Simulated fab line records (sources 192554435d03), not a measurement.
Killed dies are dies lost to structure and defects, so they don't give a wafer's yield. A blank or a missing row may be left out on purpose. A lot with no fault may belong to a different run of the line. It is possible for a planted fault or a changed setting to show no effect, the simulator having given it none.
fab line records + flow n5_finfet
record:
- lots: 6
- wafers: 17
- last_day: 18
route steps=1938 shown MIM_TOP_LITHO@1839 MIM_TOP_ETCH@1851 PASSIVATION@1936
lots that met no fault: from a run of the same line without faults
start_h: hours from the record's opening day to when the first of the lot's shown wafers began + wait_h: hours since the lot's step before + " identical to the entry in the row above + L1.1+2: one row covering several wafers at once + - no value, or no start given + * or withheld: withheld + < > ~ a bound
route shown NAME@n: a module of which the file shows steps, and the number in the route of the first + usual: mean and standard deviation over wafers with no fault + same: alike in all rows + chamber/n: place in a boat + sites: per-site readings + _std_site: standard deviation across them + _edge_site: inner sites' mean taken away from outer sites' mean + radius_mm: how far each site lies from the wafer's centre + mask NAME#n: copy n + behind: the most recent tool/chamber to have shaped the wafer + hold: the reason the lot was held/the length of the hold in hours/how it ended + device: names the non-switching transistor (n, p or np) + end of line: at the end of the route, the tests of the same wafers + for a step that has no rows: nothing shown but its recipe + killed: the dies lost at the first sort to structure and to defects; this is not the yield of the wafer + map: the dies of a wafer, with x for killed, . for not killed, _ for no die there
set.NAME: setting as actually run; set.NAME@STEP: the setting as run at that earlier step + model.NAME: the simulator's own value behind a step, which no gauge read
a table for each step, a row for each wafer; lots at some steps of the route
services: a tool's chamber out of use, with start hour (start_h, from the record's first day; less than 0 if before it), hours out, and reason
== steps ==
step: N5_MIM_TOP_LITHO_HMDS_01
recipe:
- time_s: 60
- temp_c: 120
step: N5_MIM_TOP_LITHO_COAT_02
recipe:
- spin_rpm: *
- resist_thk_nm: *
step: N5_MIM_TOP_LITHO_EBR_04
recipe:
- solvent: PGMEA
- ebr_width_mm: 1.5
step: N5_MIM_TOP_LITHO_SOFTBAKE_03
recipe:
- temp_c: 100
- time_s: 90
step: N5_MIM_TOP_LITHO_EXPOSE_05
recipe:
- mask_id: MIM_TOP
- na: 0.55
- source_shape: conventional
- sigma_outer: 0.8
- polarization: unpolarized
- target_cd_nm: 2000
- dose_mj: 20.5
step: N5_MIM_TOP_LITHO_PEB_06
recipe:
- peb_temp_c: withheld
- peb_time_s: *
step: N5_MIM_TOP_LITHO_DEVELOP_07
recipe:
- develop_time_s: 60
- rinse_liquid: diw
- dry: air_spin
- dev_temp_c: 21
step: N5_MIM_TOP_LITHO_HARDBAKE_09
recipe:
- temp_c: 130
- time_s: 120
step: N5_MIM_TOP_LITHO_CD_MEAS_08
recipe:
- target_cd_nm: 2000
- landing_energy_ev: 500
- detector: se_inlens
usual:
- cd_nm: 2000.3/2.2
| lot.wafer | tool      | chamber | start_h | wait_h | cd_nm  |
|-----------|-----------|---------|---------|--------|--------|
| L567.2    | cd_sem-03 | 0       | 263.04  | -      | 1999.6 |
| L567.3    | "         | 0       | "       | "      | 1999.6 |
| L567.6    | "         | 0       | "       | "      | 2000.1 |
| L570.3    | cd_sem-01 | 0       | 292.22  | -      | 2000.0 |
| L570.4    | "         | 0       | "       | "      | 1994.1 |
| L570.5    | "         | 0       | "       | "      | 1997.5 |
| L578.1    | cd_sem-01 | 0       | 336.23  | -      | 2004.6 |
| L578.4    | "         | 0       | "       | "      | 1999.7 |
| L583.1    | cd_sem-03 | 0       | 357.62  | -      | 1998.1 |
| L583.2    | "         | 0       | "       | "      | 1999.9 |
| L583.3    | "         | 0       | "       | "      | 2000.1 |
| L584.3    | cd_sem-03 | 0       | 372.25  | -      | 1996.1 |
| L584.5    | "         | 0       | "       | "      | 1996.9 |
| L584.6    | "         | 0       | "       | "      | 1999.5 |
| L586.2    | cd_sem-03 | 0       | 415.20  | -      | 2002.1 |
| L586.4    | "         | 0       | "       | "      | 2001.2 |
| L586.5    | "         | 0       | "       | "      | 1999.0 |
step: N5_MIM_TOP_LITHO_OVL_MEAS_11
recipe:
- points_per_wafer: 44
usual:
- MIM_TOP_OVL: -8/5.4
| lot.wafer | tool       | chamber | start_h | wait_h | MIM_TOP_OVL[nm] |
|-----------|------------|---------|---------|--------|-----------------|
| L567.2    | overlay-01 | 0       | 263.07  | 0.0    | 0               |
| L567.3    | "          | 0       | "       | "      | -15             |
| L567.6    | "          | 0       | "       | "      | -16             |
| L570.3    | overlay-01 | 0       | 292.25  | 0.0    | -9              |
| L570.4    | "          | 0       | "       | "      | 1               |
| L570.5    | "          | 0       | "       | "      | -6              |
| L578.1    | overlay-02 | 0       | 336.26  | 0.0    | -16             |
| L578.4    | "          | 0       | "       | "      | -10             |
| L583.1    | overlay-02 | 0       | 357.65  | 0.0    | -7              |
| L583.2    | "          | 0       | "       | "      | -6              |
| L583.3    | "          | 0       | "       | "      | -8              |
| L584.3    | overlay-01 | 0       | 372.28  | 0.0    | -20             |
| L584.5    | "          | 0       | "       | "      | -12             |
| L584.6    | "          | 0       | "       | "      | -20             |
| L586.2    | overlay-01 | 0       | 415.23  | 0.0    | -17             |
| L586.4    | "          | 0       | "       | "      | -19             |
| L586.5    | "          | 0       | "       | "      | -9              |
step: N5_MIM_TOP_LITHO_INSPECT_12
recipe:
- mode: adi
- inspect_instrument: macro
usual:
- raw_defect_count: 2.0/1.4
| lot.wafer | tool              | chamber | start_h | wait_h | raw_defect_count |
|-----------|-------------------|---------|---------|--------|------------------|
| L567.2    | defect_inspect-01 | -       | 263.09  | 0.0    | 2                |
| L567.3    | "                 | -       | "       | "      | 0                |
| L567.6    | "                 | -       | "       | "      | 1                |
| L570.3    | defect_inspect-01 | -       | 292.27  | 0.0    | 4                |
| L570.4    | "                 | -       | "       | "      | 2                |
| L570.5    | "                 | -       | "       | "      | 1                |
| L578.1    | defect_inspect-01 | -       | 336.28  | 0.0    | 2                |
| L578.4    | "                 | -       | "       | "      | 0                |
| L583.1    | defect_inspect-01 | -       | 357.67  | 0.0    | 1                |
| L583.2    | "                 | -       | "       | "      | 2                |
| L583.3    | "                 | -       | "       | "      | 3                |
| L584.3    | defect_inspect-02 | -       | 372.31  | 0.0    | 3                |
| L584.5    | "                 | -       | "       | "      | 4                |
| L584.6    | "                 | -       | "       | "      | 4                |
| L586.2    | defect_inspect-02 | -       | 415.25  | 0.0    | 4                |
| L586.4    | "                 | -       | "       | "      | 5                |
| L586.5    | "                 | -       | "       | "      | 4                |
step: N5_MIM_TOP_LITHO_DESCUM_10
recipe:
- chemistry: O2
- time_s: 7.9
- source_power_w: 50
- bias_power_w: 20
- pressure_mtorr: 20
- rf_frequency_hz: 2.712e+07
- temp_c: 40
- o2_flow_sccm: 225
usual:
- drypump_motor_current_A: 5.7/0.42
- oes_product_au: 0.80/0.095
- rf_vpp_V: 243.5/1.6
- showerhead_plenum_p_Torr: 2.11/0.1
- temp_c: 39.99/0.094
- throttle_valve_pct: 20.42/0.26
| lot.wafer | tool        | chamber | start_h | wait_h | drypump_motor_current_A | oes_product_au | rf_hours_counter_h | rf_vpp_V | showerhead_plenum_p_Torr | temp_c | throttle_valve_pct |
|-----------|-------------|---------|---------|--------|-------------------------|----------------|--------------------|----------|--------------------------|--------|--------------------|
| L567.2    | rie_diel-01 | 2       | 263.12  | 0.0    | 6.3                     | 0.97           | 3                  | 243.4    | 2.13                     | 40.02  | 19.95              |
| L567.3    | "           | 1       | "       | "      | 6.1                     | 0.68           | 228                | 242.7    | 2.04                     | 39.93  | 20.52              |
| L567.6    | "           | 2       | "       | "      | 6.4                     | 0.98           | -                  | 244.9    | 2.13                     | 40.20  | 19.97              |
| L570.3    | rie_diel-01 | 1       | 292.79  | 0.5    | 6.1                     | 0.68           | 241                | 243.5    | 2.04                     | 39.89  | 20.54              |
| L570.4    | "           | 0       | "       | "      | 5.4                     | 0.75           | 128                | 244.2    | 2.11                     | 39.88  | 20.38              |
| L570.5    | "           | 1       | "       | "      | 6.1                     | 0.67           | -                  | 241.9    | 2.04                     | 39.98  | 20.53              |
| L578.1    | rie_diel-01 | 0       | 336.32  | 0.0    | 5.5                     | 0.74           | 143                | 242.0    | 2.10                     | 39.96  | 20.38              |
| L578.4    | "           | 2       | "       | "      | 6.4                     | 0.89           | -                  | 243.1    | 2.12                     | 40.03  | 20.00              |
| L583.1    | rie_diel-06 | 1       | 357.85  | 0.2    | 5.7                     | 0.85           | 45                 | 243.1    | 2.03                     | 39.93  | 20.28              |
| L583.2    | "           | 0       | "       | "      | 6.0                     | 0.72           | 210                | 245.0    | 2.18                     | 39.77  | 20.74              |
| L583.3    | "           | 3       | "       | "      | 5.7                     | 0.74           | 188                | 244.8    | 2.17                     | 39.95  | 20.59              |
| L584.3    | rie_diel-05 | 0       | 372.34  | 0.0    | 5.3                     | 0.69           | 229                | 240.4    | 1.88                     | 40.05  | 20.67              |
| L584.5    | "           | 0       | "       | "      | 5.3                     | 0.70           | -                  | 239.9    | 1.88                     | 39.95  | 20.66              |
| L584.6    | "           | 2       | "       | "      | 5.5                     | 0.85           | -                  | 243.0    | 2.22                     | 40.07  | 20.12              |
| L586.2    | rie_diel-06 | 1       | 415.94  | 0.7    | 5.7                     | 0.82           | 63                 | 243.1    | 2.02                     | 40.04  | 20.32              |
| L586.4    | "           | 2       | "       | "      | 5.6                     | 0.90           | 30                 | 244.5    | 2.23                     | 40.02  | 20.17              |
| L586.5    | "           | 3       | "       | "      | 5.7                     | 0.72           | -                  | 245.7    | 2.16                     | 40.11  | 20.64              |
step: N5_MIM_TOP_ETCH_ETCH_00
recipe:
- chemistry: Cl2/BCl3
- target: TiN
- target_depth_a: 385
- ion_energy_ev: 150
- pressure_mtorr: 10
- icp_w: 1000
- bias_w: 126
- Cl2_flow_sccm: 53.25
- bcl3_flow_sccm: 21.75
- Ar_flow_sccm: 25
usual:
- drypump_motor_current_A: 5.3/0.33
- oes_product_au: 0.81/0.092
- throttle_valve_pct: 22.8/0.31
| lot.wafer | tool         | chamber | start_h | wait_h | drypump_motor_current_A | oes_product_au | rf_hours_counter_h | throttle_valve_pct | model.etch.depth_nm | model.MIM_TOP_ETCH.feature_depth_nm | model.coat_of_MIM_TOP_LITHO_COAT_02.thk_nm |
|-----------|--------------|---------|---------|--------|-------------------------|----------------|--------------------|--------------------|---------------------|-------------------------------------|--------------------------------------------|
| L567.2    | rie_metal-03 | 0       | 263.21  | 0.1    | 5.4                     | 0.72           | 67                 | 23.0               | 39.37               | 39.4                                | *                                          |
| L567.3    | "            | 0       | "       | "      | 5.4                     | 0.72           | -                  | 23.1               | 39.55               | 39.6                                | *                                          |
| L567.6    | "            | 0       | "       | "      | 5.4                     | 0.72           | -                  | 23.0               | 39.5                | 39.4                                | *                                          |
| L570.3    | rie_metal-01 | 1       | 292.92  | 0.1    | 5.2                     | 0.81           | -                  | 22.5               | 39.73               | 39.8                                | *                                          |
| L570.4    | "            | 0       | "       | "      | 5.9                     | 0.87           | -                  | 22.8               | 59.6                | 59.6                                | *                                          |
| L570.5    | "            | 0       | "       | "      | 5.8                     | 0.64           | -                  | 22.8               | 38.14               | 38.2                                | *                                          |
| L578.1    | rie_metal-01 | 0       | 336.40  | 0.1    | 5.8                     | 1.36           | 0                  | 22.8               | 59.44               | 59.4                                | *                                          |
| L578.4    | "            | 1       | "       | "      | 5.2                     | 1.07           | -                  | 22.5               | 60.8                | 60.8                                | *                                          |
| L583.1    | rie_metal-03 | 0       | 357.94  | 0.1    | 5.4                     | 0.70           | 74                 | 23.0               | 38.95               | 39                                  | *                                          |
| L583.2    | "            | 1       | "       | "      | 4.9                     | 0.86           | 17                 | 23.1               | 37.61               | 37.6                                | *                                          |
| L583.3    | "            | 0       | "       | "      | 5.4                     | 0.70           | -                  | 23.1               | 38.8                | 38.8                                | *                                          |
| L584.3    | rie_metal-03 | 0       | 372.46  | 0.1    | 5.4                     | 0.70           | -                  | 23.1               | 38.75               | 38.8                                | *                                          |
| L584.5    | "            | 1       | "       | "      | 4.9                     | 0.88           | -                  | 23.1               | 38.24               | 38.2                                | *                                          |
| L584.6    | "            | 0       | "       | "      | 5.4                     | 0.71           | -                  | 23.1               | 39.31               | 39.4                                | *                                          |
| L586.2    | rie_metal-01 | 1       | 416.03  | 0.1    | 5.1                     | 0.78           | 42                 | 22.5               | 39.67               | 39.6                                | *                                          |
| L586.4    | "            | 0       | "       | "      | 5.9                     | 0.92           | -                  | 22.8               | 37.65               | 37.6                                | *                                          |
| L586.5    | "            | 0       | "       | "      | 5.9                     | 0.92           | -                  | 22.8               | 37.74               | 37.8                                | *                                          |
step: N5_MIM_TOP_ETCH_STRIP_01
recipe:
- chemistry: O2
- power_w: 600
- temp_c: 60
- pressure_mtorr: 30
- rf_frequency_hz: 6e+07
- bias_power_w: 0
- overash_fraction: 0.5
- o2_flow_sccm: 225
usual:
- drypump_motor_current_A: 5.8/0.53
- oes_product_au: 0.78/0.075
- rf_vpp_V: 3.7/1.5
- showerhead_plenum_p_Torr: 2.11/0.064
- temp_c: 60.00/0.13
- throttle_valve_pct: 16.6/0.34
| lot.wafer | tool        | chamber | start_h | wait_h | drypump_motor_current_A | oes_product_au | rf_hours_counter_h | rf_vpp_V | showerhead_plenum_p_Torr | temp_c | throttle_valve_pct |
|-----------|-------------|---------|---------|--------|-------------------------|----------------|--------------------|----------|--------------------------|--------|--------------------|
| L567.2    | rie_diel-03 | 0       | 263.35  | 0.1    | 5.9                     | 0.75           | 186                | 6.9      | 2.09                     | 60.22  | 16.7               |
| L567.3    | "           | 2       | "       | "      | 5.0                     | 0.77           | 127                | 4.4      | 2.11                     | 59.96  | 16.9               |
| L567.6    | "           | 3       | "       | "      | 5.6                     | 0.85           | -                  | 3.2      | 2.22                     | 60.04  | 16.4               |
| L570.3    | rie_diel-03 | 1       | 293.02  | 0.1    | 6.0                     | 0.71           | 203                | 2.6      | 1.99                     | 59.95  | 16.9               |
| L570.4    | "           | 0       | "       | "      | 5.9                     | 0.74           | 194                | 4.9      | 2.08                     | 60.06  | 16.8               |
| L570.5    | "           | 3       | "       | "      | 5.6                     | 0.82           | -                  | 4.5      | 2.22                     | 60.08  | 16.5               |
| L578.1    | rie_diel-02 | 2       | 336.54  | 0.1    | 6.6                     | 0.82           | 76                 | 4.8      | 2.10                     | 60.05  | 16.1               |
| L578.4    | "           | 2       | "       | "      | 6.6                     | 0.84           | -                  | 4.5      | 2.11                     | 60.05  | 16.1               |
| L583.1    | rie_diel-03 | 2       | 358.08  | 0.1    | 5.0                     | 0.74           | 157                | 2.5      | 2.10                     | 59.90  | 16.9               |
| L583.2    | "           | 0       | "       | "      | 5.9                     | 0.72           | 217                | 1.2      | 2.08                     | 59.97  | 16.8               |
| L583.3    | "           | 1       | "       | "      | 6.0                     | 0.69           | 225                | 1.3      | 1.98                     | 59.81  | 16.9               |
| L584.3    | rie_diel-02 | 0       | 372.57  | 0.1    | 5.1                     | 0.95           | 8                  | 2.1      | 2.05                     | 60.00  | 16.6               |
| L584.5    | "           | 0       | "       | "      | 5.1                     | 0.95           | -                  | 2.5      | 2.05                     | 60.14  | 16.6               |
| L584.6    | "           | 3       | "       | "      | 6.6                     | 0.84           | -                  | 2.2      | 2.20                     | 59.77  | 16.6               |
| L586.2    | rie_diel-03 | 2       | 416.17  | 0.1    | 5.1                     | 0.75           | 173                | 4.9      | 2.10                     | 59.99  | 17.0               |
| L586.4    | "           | 0       | "       | "      | 5.9                     | 0.70           | -                  | 1.8      | 2.07                     | 59.79  | 16.8               |
| L586.5    | "           | 3       | "       | "      | 5.6                     | 0.80           | -                  | 4.7      | 2.21                     | 59.91  | 16.5               |
step: N5_PASSIVATION_PROBE_49
usual:
- defect_limited_yield: 90.9/1.5
- killed_at_M0_to_M3: 35/10
- killed_at_M4_up: 14/5.2
- killed_at_contacts: 13/7.3
- killed_at_front_end: 42/12
- killed_at_other: 3.4/2.5
- killed_dies: 108/18
- killed_open: 70/13
- killed_short: 35/8
- sort_bin_5_function: 5.4/1
- sort_bin_6_memory: 3.4/0.71
- sort_n_pass: 1072/18
- sort_yield_pct: 90.9/1.5
same:
- gross_dies: 1180
- killed_at_back_side: 0
- sort_bin_4_leakage[%]: 0
- sort_bin_8_speed[%]: 0
| lot.wafer | tool      | chamber | start_h | wait_h | defect_limited_yield[%] | killed_at_M0_to_M3 | killed_at_M4_up | killed_at_contacts | killed_at_front_end | killed_at_other | killed_dies | killed_open | killed_short | sort_bin_5_function[%] | sort_bin_6_memory[%] | sort_n_pass | sort_yield_pct[%] |
|-----------|-----------|---------|---------|--------|-------------------------|--------------------|-----------------|--------------------|---------------------|-----------------|-------------|-------------|--------------|------------------------|----------------------|-------------|-------------------|
| L578.1    | prober-01 | -       | 346.29  | 0.0    | 91.2                    | 33                 | 29              | 7                  | 30                  | 5               | 104         | 73          | 22           | 4.6                    | 3.6                  | 1076        | 91.2              |
killed by level:class
L578.1 BEOL_M4:geometric_particle:open=14 STI_FIN_REVEAL:geometric_particle:open=7 BEOL_M1:geometric_particle:open=6 BEOL_M3:geometric_particle:open=6 DUMMY_GATE:geometric_particle:open=5 MOL_CONTACT_COAG:geometric_particle:open=5 BEOL_M0_SAQP:geometric_particle:short=5 BEOL_M2:geometric_particle:open=5
== services ==
| tool         | chamber | start_h | hours | kind                          |
|--------------|---------|---------|-------|-------------------------------|
| rie_diel-01  | 2       | 252.91  | 7.8   | repair                        |
| rie_diel-01  | 3       | 260.69  | -     | clean                         |
| rie_diel-01  | 3       | 260.69  | -     | consumable_replace:focus_ring |
| rie_diel-01  | 3       | 260.69  | 22.1  | scheduled_down                |
| rie_diel-01  | 3       | 260.69  | 22.1  | vent_cycle                    |
| rie_diel-02  | 1       | 266.25  | 1.6   | repair                        |
| rie_diel-06  | 2       | 288.52  | -     | clean                         |
| rie_metal-01 | 0       | 298.45  | -     | clean                         |
| rie_metal-01 | 0       | 298.45  | 34.2  | scheduled_down                |
| rie_metal-01 | 0       | 298.45  | 34.2  | vent_cycle                    |
| rie_diel-02  | 0       | 307.62  | 3.9   | repair                        |
| rie_diel-06  | 3       | 309.61  | 11.3  | repair                        |
| rie_diel-01  | 1       | 318.59  | -     | clean                         |
| rie_diel-01  | 1       | 318.59  | -     | consumable_replace:focus_ring |
| rie_diel-01  | 1       | 318.59  | 20.4  | scheduled_down                |
| rie_diel-01  | 1       | 318.59  | 20.4  | vent_cycle                    |
| rie_diel-01  | 3       | 331.39  | 3.3   | repair                        |
| rie_metal-01 | 1       | 343.94  | 10.0  | repair                        |
| rie_diel-03  | 3       | 356.86  | 1.3   | repair                        |
| rie_diel-06  | 2       | 357.44  | 6.5   | repair                        |
| rie_diel-05  | 3       | 367.90  | 10.7  | repair                        |
| rie_diel-02  | -       | 385.55  | 2.8   | pm                            |
| rie_diel-03  | 1       | 405.82  | 16.8  | repair                        |
| rie_metal-01 | 0       | 406.80  | 8.3   | repair                        |
== key ==
first_sign:
- step: N5_MIM_TOP_ETCH_ETCH_00
- reading: oes_product_au
- direction: up
- sigmas: 3.1
- usual: 0.81
- struck: 1.10
effect none on later readings
model_effect:
- step: N5_MIM_TOP_ETCH_ETCH_00
- value: etch.depth_nm
- without: 38.37
- struck: 59.95
met_at N5_MIM_TOP_ETCH_ETCH_00
struck_wafers L570.4,L578.1,L578.4
fault:
- kind: process_parameter_drift
- tool: rie_metal-01
- chamber: -
- onset_h: 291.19
- steps: N5_MIM_TOP_ETCH_ETCH_00
- channel: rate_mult
- offset: 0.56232
- shape: step
- end_h: 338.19
- scope: struck_wafers_only
